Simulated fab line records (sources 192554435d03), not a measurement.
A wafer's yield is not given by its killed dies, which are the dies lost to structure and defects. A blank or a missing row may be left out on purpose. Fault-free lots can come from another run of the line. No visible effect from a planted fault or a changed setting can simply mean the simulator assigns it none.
Split-lot study / flow n5-finfet / 39 wafers read from 7 lots, route of 1938 steps

## SPLIT DETAILS
At N5_BEOL_M12_ETCH_59 (etches BARC in N2/H2, target depth 89 nm, overetch 26.7 nm, time 67.9 s), the setting target-depth-a was moved away from the recipe's 890 angstrom on 15 of the 39 wafers read, by -28.6% to +54.5%. This setting was run at the recipe's value on the other wafers.

No step appears in the file between the split and the reading.

## THE READING
coat_of_BEOL_M12_COAT_04.thk-nm (the simulator's own value, which no gauge read), in nm, at N5_BEOL_M12_VIA_ETCH_16 (etches SiOC in C4F8/O2/Ar, target depth 724.8 nm). The file gives no usual value for it. Here, 24 wafers ran the recipe; their average is 123.5 nm with a standard deviation of 2.7 nm.

wafer=L074.4; tool, chamber at the split=rie-diel-04, 1,3; target-depth-a as run, angstrom=890; against the recipe=recipe; coat_of_BEOL_M12_COAT_04.thk-nm, nm=126.2; against lot-mates on the recipe=-
wafer=L074.5; tool, chamber at the split=rie-diel-04, 1,3; target-depth-a as run, angstrom=890; against the recipe=recipe; coat_of_BEOL_M12_COAT_04.thk-nm, nm=125.6; against lot-mates on the recipe=-
wafer=L074.6; tool, chamber at the split=rie-diel-04, 0; target-depth-a as run, angstrom=890; against the recipe=recipe; coat_of_BEOL_M12_COAT_04.thk-nm, nm=120.6; against lot-mates on the recipe=-
wafer=L078.1; tool, chamber at the split=rie-diel-04, 1; target-depth-a as run, angstrom=890; against the recipe=recipe; coat_of_BEOL_M12_COAT_04.thk-nm, nm=126.2; against lot-mates on the recipe=-
wafer=L078.2; tool, chamber at the split=rie-diel-04, 2; target-depth-a as run, angstrom=890; against the recipe=recipe; coat_of_BEOL_M12_COAT_04.thk-nm, nm=123; against lot-mates on the recipe=-
wafer=L078.3; tool, chamber at the split=rie-diel-04, 0; target-depth-a as run, angstrom=890; against the recipe=recipe; coat_of_BEOL_M12_COAT_04.thk-nm, nm=121.2; against lot-mates on the recipe=-
wafer=L078.4; tool, chamber at the split=rie-diel-04, 2; target-depth-a as run, angstrom=890; against the recipe=recipe; coat_of_BEOL_M12_COAT_04.thk-nm, nm=122.2; against lot-mates on the recipe=-
wafer=L078.5; tool, chamber at the split=rie-diel-04, 0; target-depth-a as run, angstrom=890; against the recipe=recipe; coat_of_BEOL_M12_COAT_04.thk-nm, nm=118.8; against lot-mates on the recipe=-
wafer=L078.6; tool, chamber at the split=rie-diel-04, 1; target-depth-a as run, angstrom=890; against the recipe=recipe; coat_of_BEOL_M12_COAT_04.thk-nm, nm=122.6; against lot-mates on the recipe=-
wafer=L082.1; tool, chamber at the split=rie-diel-04, 0; target-depth-a as run, angstrom=663.9; against the recipe=-25.4%; coat_of_BEOL_M12_COAT_04.thk-nm, nm=137.8; against lot-mates on the recipe=+13.3
wafer=L082.2; tool, chamber at the split=rie-diel-04, 3; target-depth-a as run, angstrom=890; against the recipe=recipe; coat_of_BEOL_M12_COAT_04.thk-nm, nm=125.2; against lot-mates on the recipe=-
wafer=L082.3; tool, chamber at the split=rie-diel-04, 1; target-depth-a as run, angstrom=890; against the recipe=recipe; coat_of_BEOL_M12_COAT_04.thk-nm, nm=125.4; against lot-mates on the recipe=-
wafer=L082.4; tool, chamber at the split=rie-diel-04, 1; target-depth-a as run, angstrom=890; against the recipe=recipe; coat_of_BEOL_M12_COAT_04.thk-nm, nm=123; against lot-mates on the recipe=-
wafer=L082.5; tool, chamber at the split=rie-diel-04, 3; target-depth-a as run, angstrom=663.9; against the recipe=-25.4%; coat_of_BEOL_M12_COAT_04.thk-nm, nm=136.2; against lot-mates on the recipe=+11.7
wafer=L082.6; tool, chamber at the split=rie-diel-04, 0; target-depth-a as run, angstrom=663.9; against the recipe=-25.4%; coat_of_BEOL_M12_COAT_04.thk-nm, nm=131.6; against lot-mates on the recipe=+7.1
wafer=L083.1; tool, chamber at the split=rie-diel-02, 2; target-depth-a as run, angstrom=657.3; against the recipe=-26.1%; coat_of_BEOL_M12_COAT_04.thk-nm, nm=141; against lot-mates on the recipe=+15.9
wafer=L083.2; tool, chamber at the split=rie-diel-02, 0; target-depth-a as run, angstrom=890; against the recipe=recipe; coat_of_BEOL_M12_COAT_04.thk-nm, nm=128.2; against lot-mates on the recipe=-
wafer=L083.3; tool, chamber at the split=rie-diel-02, 1; target-depth-a as run, angstrom=657.3; against the recipe=-26.1%; coat_of_BEOL_M12_COAT_04.thk-nm, nm=140; against lot-mates on the recipe=+14.9
wafer=L083.4; tool, chamber at the split=rie-diel-02, 1; target-depth-a as run, angstrom=657.3; against the recipe=-26.1%; coat_of_BEOL_M12_COAT_04.thk-nm, nm=137.6; against lot-mates on the recipe=+12.5
wafer=L083.5; tool, chamber at the split=rie-diel-02, 0; target-depth-a as run, angstrom=890; against the recipe=recipe; coat_of_BEOL_M12_COAT_04.thk-nm, nm=123.2; against lot-mates on the recipe=-
wafer=L083.6; tool, chamber at the split=rie-diel-02, 2; target-depth-a as run, angstrom=890; against the recipe=recipe; coat_of_BEOL_M12_COAT_04.thk-nm, nm=124; against lot-mates on the recipe=-
wafer=L084.1; tool, chamber at the split=rie-diel-01, 0; target-depth-a as run, angstrom=1375; against the recipe=+54.5%; coat_of_BEOL_M12_COAT_04.thk-nm, nm=101.2; against lot-mates on the recipe=-19.9
wafer=L084.2; tool, chamber at the split=rie-diel-01, 2; target-depth-a as run, angstrom=1375; against the recipe=+54.5%; coat_of_BEOL_M12_COAT_04.thk-nm, nm=96; against lot-mates on the recipe=-25.1
wafer=L084.3; tool, chamber at the split=rie-diel-01, 1; target-depth-a as run, angstrom=1375; against the recipe=+54.5%; coat_of_BEOL_M12_COAT_04.thk-nm, nm=96.2; against lot-mates on the recipe=-24.9
wafer=L084.4; tool, chamber at the split=rie-diel-01, 0; target-depth-a as run, angstrom=890; against the recipe=recipe; coat_of_BEOL_M12_COAT_04.thk-nm, nm=125.4; against lot-mates on the recipe=-
wafer=L084.5; tool, chamber at the split=rie-diel-01, 2; target-depth-a as run, angstrom=890; against the recipe=recipe; coat_of_BEOL_M12_COAT_04.thk-nm, nm=122; against lot-mates on the recipe=-
wafer=L084.6; tool, chamber at the split=rie-diel-01, 1; target-depth-a as run, angstrom=890; against the recipe=recipe; coat_of_BEOL_M12_COAT_04.thk-nm, nm=115.8; against lot-mates on the recipe=-
wafer=L087.1; tool, chamber at the split=rie-diel-01, 2; target-depth-a as run, angstrom=635.6; against the recipe=-28.6%; coat_of_BEOL_M12_COAT_04.thk-nm, nm=139; against lot-mates on the recipe=+16.6
wafer=L087.2; tool, chamber at the split=rie-diel-01, 1; target-depth-a as run, angstrom=890; against the recipe=recipe; coat_of_BEOL_M12_COAT_04.thk-nm, nm=121.2; against lot-mates on the recipe=-
wafer=L087.3; tool, chamber at the split=rie-diel-01, 3; target-depth-a as run, angstrom=890; against the recipe=recipe; coat_of_BEOL_M12_COAT_04.thk-nm, nm=123.2; against lot-mates on the recipe=-
wafer=L087.4; tool, chamber at the split=rie-diel-01, 2; target-depth-a as run, angstrom=635.6; against the recipe=-28.6%; coat_of_BEOL_M12_COAT_04.thk-nm, nm=133.6; against lot-mates on the recipe=+11.2
wafer=L087.5; tool, chamber at the split=rie-diel-01, 3; target-depth-a as run, angstrom=635.6; against the recipe=-28.6%; coat_of_BEOL_M12_COAT_04.thk-nm, nm=137.8; against lot-mates on the recipe=+15.4
wafer=L087.6; tool, chamber at the split=rie-diel-01, 1; target-depth-a as run, angstrom=890; against the recipe=recipe; coat_of_BEOL_M12_COAT_04.thk-nm, nm=122.8; against lot-mates on the recipe=-
wafer=L093.1; tool, chamber at the split=rie-diel-01, 0; target-depth-a as run, angstrom=890; against the recipe=recipe; coat_of_BEOL_M12_COAT_04.thk-nm, nm=128; against lot-mates on the recipe=-
wafer=L093.2; tool, chamber at the split=rie-diel-01, 1; target-depth-a as run, angstrom=1291; against the recipe=+45.1%; coat_of_BEOL_M12_COAT_04.thk-nm, nm=103.6; against lot-mates on the recipe=-22.2
wafer=L093.3; tool, chamber at the split=rie-diel-01, 2; target-depth-a as run, angstrom=890; against the recipe=recipe; coat_of_BEOL_M12_COAT_04.thk-nm, nm=124.2; against lot-mates on the recipe=-
wafer=L093.4; tool, chamber at the split=rie-diel-01, 3; target-depth-a as run, angstrom=1291; against the recipe=+45.1%; coat_of_BEOL_M12_COAT_04.thk-nm, nm=101.4; against lot-mates on the recipe=-24.4
wafer=L093.5; tool, chamber at the split=rie-diel-01, 0; target-depth-a as run, angstrom=890; against the recipe=recipe; coat_of_BEOL_M12_COAT_04.thk-nm, nm=125.2; against lot-mates on the recipe=-
wafer=L093.6; tool, chamber at the split=rie-diel-01, 3; target-depth-a as run, angstrom=1291; against the recipe=+45.1%; coat_of_BEOL_M12_COAT_04.thk-nm, nm=101.8; against lot-mates on the recipe=-24.0
If several chambers appear in one row, that row covers several wafers at once and the file leaves open which wafer was in which chamber.

FIT RESULTS
A straight line over all 39 wafers: coat_of_BEOL_M12_COAT_04.thk-nm changes by -0.484 nm for each +1% of target-depth-a; r = -0.97; the points scatter about the line by 2.8 nm.
The same after taking each lot's own level away (the mean of its wafers on the recipe; 39 wafers): -0.474 nm for each +1%; r = -0.98; scatter 2.5 nm.
Per that fit: largest target-depth-a move, reading shift of 26 nm.
Across the lots, their own levels run from 121.07 to 125.80 nm, a range of 1.7 times the standard deviation given above.
The two slopes are in agreement: the lot-to-lot level therefore moves the slope only a little.
Check: -26.8 nm against its lot-mates is what the line predicts for one of the wafers moved furthest among these (+54.5%) when that wafer is left out of the fit. Against them it came out at -19.9 nm.

## THESE WAFERS: OTHER SPLITS
Other splits were also applied to these wafers ahead of the reading. Each is held against what the fit with the lots' levels taken away leaves over:
other split on the same wafers=N5_BEOL_M7_TRENCH_ETCH_37 target-depth-a; wafers away from the commonest value=18; r with coat_of_BEOL_M12_COAT_04.thk-nm (lot level and that fit taken away)=+0.17
other split on the same wafers=N5_BEOL_M10_VIA_ETCH_34 time-s; wafers away from the commonest value=6; r with coat_of_BEOL_M12_COAT_04.thk-nm (lot level and that fit taken away)=-0.25

## THE WHOLE CHAIN: every reading that the file lists as answering this split, in the file's order
step=N5_BEOL_M12_ETCH_59; what it does=etches BARC in N2/H2, target depth 89 nm, overetch 26.7 nm, time 67.9 s; reading=coat_of_BEOL_M12_COAT_04.thk-nm (the simulator's own value, which no gauge read); change (the file's fit)=-0.507 nm for each +1% of the setting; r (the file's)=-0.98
step=N5_BEOL_M12_VIA_ETCH_16; what it does=etches SiOC in C4F8/O2/Ar, target depth 724.8 nm; reading=coat_of_BEOL_M12_COAT_04.thk-nm (the simulator's own value, which no gauge read); change (the file's fit)=-0.474 nm for each +1% of the setting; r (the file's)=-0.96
step=N5_BEOL_M12_STRIP_63; what it does=strips in N2/H2; reading=strip-time-to-endpoint-s; change (the file's fit)=withheld for each +1% of the setting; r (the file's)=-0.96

## THE FILE'S OWN FIT
coat_of_BEOL_M12_COAT_04.thk-nm changes by -0.474 nm for each +1% of target-depth-a, r = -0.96.
